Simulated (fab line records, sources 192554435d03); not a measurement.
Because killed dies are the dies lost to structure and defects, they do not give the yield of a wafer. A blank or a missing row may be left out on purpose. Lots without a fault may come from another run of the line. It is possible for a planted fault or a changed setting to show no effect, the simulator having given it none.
Which of the tools did it?    flow n5Finfet    Sampling: 10 lots, 28 wafers, 7 of 1938 route steps

== WHAT THE GAUGES READ, wafer by wafer ==
N5_BEOL_M4_RC_MEAS_101. Usual: DIBL_N 35.3 mV/V, standard deviation 2.5; DIBL_P 35 mV/V, standard deviation 3.3; IOFF_N 0.15 nA/um, standard deviation 0.049; IOFF_P 0.20 nA/um, standard deviation 0.056; ION_N 673 uA/um, standard deviation 16; ION_P 462 uA/um, standard deviation 10; SS_N 71.2 mV/dec, standard deviation 0.85; SS_P 73.0 mV/dec, standard deviation 0.97; VT_N 252 mV, standard deviation 4.9; VT_P -251 mV, standard deviation 5.
lot   measured      on         DIBL_N (mV/V)   DIBL_P (mV/V)  IOFF_N (nA/um)  IOFF_P (nA/um)  ION_N (uA/um)  ION_P (uA/um)  SS_N (mV/dec)   SS_P (mV/dec)   VT_N (mV)    VT_P (mV)       flag
L894  day 8 18:04   prober-02  37.3 37.2       39 38          0.19 0.18       0.21 0.20       691 680        466 457        72.6 72.3       73.9 73.5       248 251      -251 -256       
L898  day 9 06:55   prober-02  35.2 32.3       35 32          0.13 0.09       0.17 0.13       662 655        449 454        71.6 70.1       72.9 73.1       250 256      -253 -257       
L899  day 10 03:30  prober-01  33.9 39.9 42.3  34 41 44       0.13 0.23 0.33  0.19 0.32 0.39  668 698 712    462 479 481    70.8 72.1 73.3  72.4 74.7 75.4  252 244 240  -251 -244 -241  
L900  day 10 03:44  prober-02  35.6 35.7 36.1  35 36 36       0.14 0.16 0.15  0.20 0.22 0.21  668 683 683    464 473 470    70.9 71.1 71.6  72.9 72.1 72.9  249 247 252  -250 -251 -248  
L901  day 10 08:30  prober-02  37.4 37.0 36.5  38 37 35       0.20 0.17 0.15  0.24 0.22 0.18  700 692 665    471 468 453    71.4 72.1 71.7  73.1 74.1 73.1  245 248 250  -251 -250 -254  
L907  day 11 05:06  prober-01  30.9 30.3 31.9  30 31 32       0.10 0.09 0.10  0.16 0.19 0.19  663 652 657    456 472 464    70.4 69.6 70.5  71.9 71.8 71.8  257 254 255  -247 -246 -245  
L913  day 13 04:11  prober-02  33.8 34.3 33.3  33 34 32       0.11 0.11 0.11  0.15 0.15 0.14  667 678 684    458 467 468    70.2 70.8 69.6  71.5 71.8 71.5  254 258 256  -256 -253 -257  
L911  day 13 04:21  prober-01  34.7 35.7 31.3  35 36 31       0.12 0.15 0.09  0.18 0.20 0.13  676 675 652    471 468 453    70.4 71.0 69.6  72.4 72.7 72.6  255 252 257  -254 -253 -257  
L912  day 13 09:14  prober-01  32.7 33.0 33.1  32 33 32       0.11 0.11 0.10  0.16 0.18 0.16  684 658 666    473 462 462    70.2 70.7 70.4  73.0 73.1 72.7  255 253 260  -254 -250 -253  
L915  day 13 09:18  prober-02  30.2 31.0 31.3  29 30 30       0.08 0.09 0.09  0.11 0.11 0.12  665 646 648    457 447 442    70.0 70.0 69.9  72.5 72.4 72.0  259 257 259  -258 -257 -259  

N5_BEOL_M15_OVL_MEAS_29. Usual: M15_OVL gives 0 nm (standard deviation 5.6).
lot   measured      on          M15_OVL (nm)  flag
L894  day 12 10:05  overlay-01  7 11          
L898  day 12 18:49  overlay-01  5 7           
L899  day 13 13:29  overlay-02  4 -4 0        
L900  day 13 15:23  overlay-02  11 3 -3       
L901  day 14 01:06  overlay-01  -5 -6 0       
L907  day 14 20:50  overlay-02  -9 -6 -7      
L913  day 16 20:10  overlay-02  4 -2 -3       
L911  day 16 14:51  overlay-01  4 6 2         
L912  day 17 03:41  overlay-01  -3 -5 3       
L915  day 17 03:58  overlay-01  -1 2 0        

N5_BEOL_M15_THK_MEAS_50: measures by xrf. Usual: M15_THK gives 846 nm (standard deviation 22).
lot   measured      on            M15_THK (nm)    flag
L894  day 12 16:07  filmMetro-01  806 858         
L898  day 12 22:56  filmMetro-02  836 815         
L899  day 13 16:42  filmMetro-02  1810 1835 1817  OFF
L900  day 13 22:37  filmMetro-01  1855 1842 1878  OFF
L901  day 14 04:46  filmMetro-02  1848 1844 1868  OFF
L907  day 15 00:32  filmMetro-01  835 862 839     
L913  day 17 00:47  filmMetro-01  829 867 856     
L911  day 16 18:05  filmMetro-02  859 822 815     
L912  day 17 07:07  filmMetro-01  837 869 832     
L915  day 17 07:24  filmMetro-02  811 806 816     

N5_BEOL_M15_RS_MEAS_54: measures by four-point-probe. Usual: M15_RS gives 0.0218 ohm/sq (standard deviation 0.00055).
lot   measured      on            M15_RS (ohm/sq)       flag
L894  day 12 16:14  filmMetro-02  0.0231 0.0216         
L898  day 12 23:04  filmMetro-01  0.0220 0.0227         
L899  day 13 16:50  filmMetro-02  0.0094 0.0093 0.0094  OFF
L900  day 13 22:44  filmMetro-01  0.0094 0.0094 0.0093  OFF
L901  day 14 04:54  filmMetro-01  0.0092 0.0092 0.0091  OFF
L907  day 15 00:40  filmMetro-01  0.0223 0.0216 0.0222  
L913  day 17 00:55  filmMetro-02  0.0223 0.0212 0.0213  
L911  day 16 18:15  filmMetro-02  0.0213 0.0224 0.0225  
L912  day 17 07:15  filmMetro-02  0.0221 0.0213 0.0222  
L915  day 17 07:32  filmMetro-01  0.0226 0.0224 0.0222  

N5_BEOL_M15_INSPECT_55: inspects for defects (darkfield). Usual: rawDefectCount reads 72 (standard deviation 22).
lot   measured      on                rawDefectCount  flag
L894  day 12 16:16  defectInspect-02  60 89           
L898  day 12 23:05  defectInspect-01  53 59           
L899  day 13 16:52  defectInspect-02  6425 6324 6330  OFF
L900  day 13 22:46  defectInspect-02  6256 6682 6318  OFF
L901  day 14 04:56  defectInspect-01  6430 6460 6424  OFF
L907  day 15 00:41  defectInspect-02  101 84 72       
L913  day 17 00:56  defectInspect-01  102 115 119     
L911  day 16 18:16  defectInspect-02  106 80 104      
L912  day 17 07:17  defectInspect-02  62 43 37        
L915  day 17 07:33  defectInspect-01  118 128 76      

== WHICH TOOL RAN EACH LOT (tool, then ch and the chambers of the sampled wafers, then the start) ==
lot   N5_BEOL_M15_SPUTTER_43       N5_BEOL_M15_CMP_49
L894  pvdSputter-02, day 12 15:00  cmp-03 ch 2,3, day 12 15:56
L898  pvdSputter-01, day 12 21:34  cmp-04 ch 1,2, day 12 22:38
L899  pvdSputter-02, day 13 15:35  cmp-04 ch 0,1,3, day 13 16:26
L900  pvdSputter-02, day 13 21:28  cmp-03 ch 0,1,2, day 13 22:23
L901  pvdSputter-01, day 14 02:58  cmp-04 ch 2,3, day 14 04:28
L907  pvdSputter-03, day 14 23:26  cmp-04 ch 0,1,3, day 15 00:17
L913  pvdSputter-01, day 16 23:35  cmp-04 ch 0,2,3, day 17 00:32
L911  pvdSputter-02, day 16 16:49  cmp-04 ch 0,1,2, day 16 17:50
L912  pvdSputter-03, day 17 06:01  cmp-04 ch 1,3, day 17 06:50
L915  pvdSputter-01, day 17 06:17  cmp-03 ch 0,1,2, day 17 07:07
- N5_BEOL_M15_SPUTTER_43: material TaN, target thk 15 nm, time 24.19 s.
- N5_BEOL_M15_CMP_49: polishes, stops on SiO2, t overpolish 4.9 s, target thk 850 nm.

== WHAT THE TOOLS THEMSELVES READ (means of the sampled wafers that have a number; where no wafer has one, the mark that the record gives instead) ==
N5_BEOL_M15_SPUTTER_43. Usual: chamberPressurePa 0.11996 Pa, standard deviation 0.00028; throttleValvePct 29.6 %, standard deviation 1.
lot   tool           chamberPressurePa (Pa)  throttleValvePct (%)  flag
L894  pvdSputter-02  0.12007                 30.1                  
L898  pvdSputter-01  0.12013                 29.1                  
L899  pvdSputter-02  0.11996                 29.5                  
L900  pvdSputter-02  0.11996                 29.8                  
L901  pvdSputter-01  0.11990                 28.7                  
L907  pvdSputter-03  0.11982                 29.0                  
L913  pvdSputter-01  0.12013                 31.2                  
L911  pvdSputter-02  0.11986                 29.2                  
L912  pvdSputter-03  0.11976                 30.6                  
L915  pvdSputter-01  0.11977                 30.4                  

N5_BEOL_M15_CMP_49. Usual: barrierFieldEndpointS 11.4 s, standard deviation 0.43; clearingPlatenDownForcePsi 2.000 psi, standard deviation 0.0039; edgeZonePressureFrac 1.001, standard deviation 0.0049; motorCurrentA 8.2 A, standard deviation 0.85; overpolishRunS 4.902 s, standard deviation 0.0091.
lot   tool    barrierFieldEndpointS (s)  clearingPlatenDownForcePsi (psi)  edgeZonePressureFrac  motorCurrentA (A)  overpolishRunS (s)  flag
L894  cmp-03  11.2                       2.009                             0.999                 8.1                4.894               
L898  cmp-04  11.2                       1.998                             1.003                 7.9                4.900               
L899  cmp-04  -                          -                                 -                     -                  -                   OFF
L900  cmp-03  -                          -                                 -                     -                  -                   OFF
L901  cmp-04  -                          -                                 -                     -                  -                   OFF
L907  cmp-04  11.2                       1.999                             1.002                 8.5                4.897               
L913  cmp-04  11.7                       1.998                             1.000                 7.9                4.898               
L911  cmp-04  11.5                       1.998                             1.008                 8.1                4.909               
L912  cmp-04  10.9                       2.001                             0.998                 8.9                4.899               
L915  cmp-03  11.3                       1.998                             0.997                 8.2                4.897               

== THE ANSWER, worked out from the rows above alone ==
Rule: take the mean of a lot's wafers that have a number; if it is more than 3 standard deviations from the usual mean, the lot is off. Also off: a lot with no number at a reading for which 4 or more lots have one. Any other lot the step has rows for is counted as sound. The gauges are gone through in route order, then the tools' own readings, and for those a lot's mean is taken as printed above. At the first step where some lot is off, the reading lying furthest off is the one used; lots without a number count as furthest.
Off: L899, L900, L901, at N5_BEOL_M15_THK_MEAS_50 (M15_THK).
If a tool, at a process step before that reading, ran all the lots that are off and no sound lot after the first of them, it fits. Not tried: the gauges at N5_BEOL_M15_THK_MEAS_50; whatever is off there is also off at N5_BEOL_M15_INSPECT_55, on other tools, and gauge error can't account for it. Of those tried, none fits.

== WHAT THE SIMULATOR PUT IN ==
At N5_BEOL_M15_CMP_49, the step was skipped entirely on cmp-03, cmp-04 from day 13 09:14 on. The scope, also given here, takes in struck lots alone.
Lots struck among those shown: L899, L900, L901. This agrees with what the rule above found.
